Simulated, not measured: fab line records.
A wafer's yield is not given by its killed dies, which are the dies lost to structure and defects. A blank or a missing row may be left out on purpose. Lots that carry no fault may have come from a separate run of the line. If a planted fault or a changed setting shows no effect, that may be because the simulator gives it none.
Split-lot study | flow n5_finfet | route with 1938 steps; 7 lots, 39 wafers read

== ABOUT THE SPLIT ==
At N5_DUMMY_GATE_ETCH_37 (etches SOC in N2/H2, target depth 60 nm, overetch 30 nm), the setting source_w was moved away from the recipe's 840 W on 15 of the 39 wafers read, by -8.7% to +19.2%. The other wafers ran this setting at the recipe's value.

The reading comes from the split's own step.

== THE READING ==
rf_vpp_V, in V, at N5_DUMMY_GATE_ETCH_37 (etches SOC in N2/H2, target depth 60 nm, overetch 30 nm). A value of 523.8 V with a standard deviation of 2 V is what fault-free wafers of this fab line usually give.

wafer  | tool, chamber at the split | source_w as run, W | against the recipe | rf_vpp_V, V | against lot-mates on the recipe
L076.1 | rie_diel-01, 0             | 840                | recipe             | 523.4       | -
L076.2 | rie_diel-01, 2             | 767.2              | -8.7%              | 539.5       | +16.5
L076.3 | rie_diel-01, 1             | 840                | recipe             | 521.6       | -
L076.4 | rie_diel-01, 3             | 767.2              | -8.7%              | 537.2       | +14.2
L076.5 | rie_diel-01, 2             | 840                | recipe             | 523.9       | -
L076.6 | rie_diel-01, 1             | 767.2              | -8.7%              | 536.2       | +13.2
L083.1 | rie_diel-01, 1             | 980.3              | +16.7%             | 495.4       | -27.5
L083.2 | rie_diel-01, 3             | 980.3              | +16.7%             | 494.9       | -28.0
L083.3 | rie_diel-01, 0             | 840                | recipe             | 523.2       | -
L083.4 | rie_diel-01, 3             | 840                | recipe             | 522.2       | -
L083.5 | rie_diel-01, 1             | 980.3              | +16.7%             | 494.9       | -28.0
L083.6 | rie_diel-01, 0             | 840                | recipe             | 523.3       | -
L084.1 | rie_diel-02, 0             | 978.4              | +16.5%             | 497.4       | -27.9
L084.2 | rie_diel-02, 2             | 840                | recipe             | 528.2       | -
L084.3 | rie_diel-02, 1             | 840                | recipe             | 522.1       | -
L084.4 | rie_diel-02, 3             | 840                | recipe             | 525.5       | -
L084.5 | rie_diel-02, 0             | 978.4              | +16.5%             | 497.2       | -28.1
L084.6 | rie_diel-02, 3             | 978.4              | +16.5%             | 498.8       | -26.5
L085.1 | rie_diel-02, 1             | 840                | recipe             | 525.3       | -
L085.3 | rie_diel-02, 3             | 840                | recipe             | 525.9       | -
L085.4 | rie_diel-02, 2             | 840                | recipe             | 526.9       | -
L087.1 | rie_diel-06, 0             | 886.5              | +5.5%              | 513.8       | -10.3
L087.2 | rie_diel-06, 1             | 886.5              | +5.5%              | 514.8       | -9.3
L087.3 | rie_diel-06, 3             | 840                | recipe             | 524.9       | -
L087.4 | rie_diel-06, 2             | 840                | recipe             | 524.1       | -
L087.5 | rie_diel-06, 3             | 886.5              | +5.5%              | 517.5       | -6.6
L087.6 | rie_diel-06, 2             | 840                | recipe             | 523.3       | -
L089.1 | rie_diel-06, 1             | 840                | recipe             | 524.3       | -
L089.2 | rie_diel-06, 2             | 1001               | +19.2%             | 493.6       | -29.6
L089.3 | rie_diel-06, 0             | 840                | recipe             | 522.5       | -
L089.4 | rie_diel-06, 2             | 1001               | +19.2%             | 494.1       | -29.1
L089.5 | rie_diel-06, 1             | 1001               | +19.2%             | 493.9       | -29.3
L089.6 | rie_diel-06, 0             | 840                | recipe             | 522.8       | -
L097.1 | rie_diel-06, 2             | 840                | recipe             | 523.3       | -
L097.2 | rie_diel-06, 3             | 840                | recipe             | 526.6       | -
L097.3 | rie_diel-06, 1             | 840                | recipe             | 523.9       | -
L097.4 | rie_diel-06, 3             | 840                | recipe             | 527.3       | -
L097.5 | rie_diel-06, 2             | 840                | recipe             | 524.7       | -
L097.6 | rie_diel-06, 1             | 840                | recipe             | 524.7       | -

THE FIT
A straight line over all 39 wafers: rf_vpp_V changes by -1.63 V for each +1% of source_w; r = -0.99; the points scatter about the line by 1.6 V.
The same after taking each lot's own level away (the mean of its wafers on the recipe; 39 wafers): -1.62 V for each +1%; r = -0.99; scatter 1.3 V.
According to that fit, moving source_w by its largest amount changes the reading by 31 V.
The lots' own levels span 522.90 to 526.03 V, that is 1.6 times the standard deviation above.
Consequently the slope shifts little with the lot-to-lot level, the two slopes agreeing.
Check: -31.2 V against its lot-mates is what the line predicts for one of the wafers moved furthest among these (+19.2%) when that wafer is left out of the fit. It came out at -29.6 V against them.
Tool readings at the split's step, against how far the setting was moved: rf_vpp_V r = -0.99.

== OTHER SPLITS ON THESE WAFERS ==
Before the reading, these wafers also passed through other splits. Each is held against what the fit with the lots' levels taken away leaves over:
other split on the same wafers    | wafers away from the commonest value | r with rf_vpp_V (lot level and that fit taken away)
N5_WELL_APT_IMPLANT_14 energy_kev | 18                                   | +0.14

== THE WHOLE CHAIN: every reading that the file lists as answering this split, in the file's order ==
step                  | what it does                                            | reading                                                                             | change (the file's fit)                | r (the file's)
N5_DUMMY_GATE_ETCH_37 | etches SOC in N2/H2, target depth 60 nm, overetch 30 nm | rf_vpp_V                                                                            | -1.62 V for each +1% of the setting    | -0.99
N5_DUMMY_GATE_ETCH_37 | etches SOC in N2/H2, target depth 60 nm, overetch 30 nm | SiARC_of_DUMMY_GATE_COAT_35.thk_nm (the simulator's own value, which no gauge read) | -0.0322 nm for each +1% of the setting | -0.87

== THE FILE'S OWN FIT ==
rf_vpp_V changes by -1.62 V for each +1% of source_w, r = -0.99.
